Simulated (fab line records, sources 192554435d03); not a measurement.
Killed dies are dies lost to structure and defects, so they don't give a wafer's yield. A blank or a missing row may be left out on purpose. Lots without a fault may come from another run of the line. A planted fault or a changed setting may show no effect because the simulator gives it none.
Split-lot experiment | flow n5_finfet | 7 lots, 21 wafers read, on a route of 1938 steps

THE SPLIT
At N5_BEOL_M14_TRENCH_ETCH_34 (etches SiO2 in C4F8/O2/Ar, target depth 556.65 nm, time 126.9 s), the setting bias_w was moved away from the recipe's 2040 W on 10 of the 21 wafers read, by -10.8% to +17.0%. The other wafers ran this setting at the recipe's value.

The reading is taken at the split's own step.

THE READING
rf_vpp_V, in V, at N5_BEOL_M14_TRENCH_ETCH_34 (etches SiO2 in C4F8/O2/Ar, target depth 556.65 nm, time 126.9 s). Fault-free wafers of this fab line usually give 2223 V, standard deviation 42 V.

wafer  | tool, chamber at the split | bias_w as run, W | against the recipe | rf_vpp_V, V | against lot-mates on the recipe
L078.1 | rie_diel-03, 2             | 2040             | recipe             | 2174        | -
L078.3 | rie_diel-03, 0             | 2387             | +17.0%             | 2450        | +276
L078.4 | rie_diel-03, 3             | 2387             | +17.0%             | 2418        | +244
L081.1 | rie_diel-03, 2             | 2284             | +12.0%             | 2350        | +181
L081.2 | rie_diel-03, 0             | 2284             | +12.0%             | 2376        | +207
L081.6 | rie_diel-03, 3             | 2040             | recipe             | 2169        | -
L083.1 | rie_diel-03, 1             | 2040             | recipe             | 2168        | -
L083.2 | rie_diel-03, 3             | 1819             | -10.8%             | 2001        | -166
L083.6 | rie_diel-03, 1             | 2040             | recipe             | 2166        | -
L084.1 | rie_diel-03, 0             | 2040             | recipe             | 2197        | -
L084.5 | rie_diel-03, 3             | 2040             | recipe             | 2170        | -
L084.6 | rie_diel-03, 0             | 2040             | recipe             | 2199        | -
L086.2 | rie_diel-02, 1             | 2266             | +11.1%             | 2425        | +231
L086.4 | rie_diel-02, 3             | 2040             | recipe             | 2194        | -
L086.6 | rie_diel-02, 2             | 2266             | +11.1%             | 2476        | +282
L087.1 | rie_diel-05, 2             | 2040             | recipe             | 2269        | -
L087.3 | rie_diel-05, 3             | 2040             | recipe             | 2243        | -
L087.5 | rie_diel-05, 1             | 1902             | -6.8%              | 2121        | -135
L091.1 | rie_diel-02, 3             | 2298             | +12.6%             | 2381        | +147
L091.2 | rie_diel-02, 0             | 2040             | recipe             | 2234        | -
L091.5 | rie_diel-02, 3             | 2298             | +12.6%             | 2382        | +148

THE FIT
A straight line over all 21 wafers: rf_vpp_V changes by +15.5 V for each +1% of bias_w; r = +0.95; the points scatter about the line by 41 V.
The same after taking each lot's own level away (the mean of its wafers on the recipe; 21 wafers): +16.1 V for each +1%; r = +0.97; scatter 35 V.
On that fit, the largest move of bias_w shifts the reading by 2.7e+02 V.
The lots' own levels span 2167.0 to 2256.0 V, that is 2.1 times the standard deviation above.
So the lot-to-lot level changes the slope little: the two slopes agree.
Check: with one of the wafers moved furthest among these (+17.0%) left out of the fit, the line predicts +273 V for it against its lot-mates. It came out at +276 V against them.
Tool readings at the split's step, against how far the setting was moved: rf_vpp_V r = +0.95.

OTHER SPLITS ON THESE WAFERS
These wafers also went through other splits before the reading. Each is held against what the fit with the lots' levels taken away leaves over:
other split on the same wafers      | wafers away from the commonest value | r with rf_vpp_V (lot level and that fit taken away)
N5_BEOL_M11_ILD_DEP_00 time_s       | 11                                   | -0.01
N5_BEOL_M11_TRENCH_ETCH_37 source_w | 9                                    | +0.41
N5_BEOL_M14_ILD_DEP_00 time_s       | 9                                    | -0.13
N5_BEOL_M14_EXPOSE_07 dose_mj       | 7                                    | +0.27

THE FILE'S OWN FIT
rf_vpp_V changes by +16.1 V for each +1% of bias_w, r = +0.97.
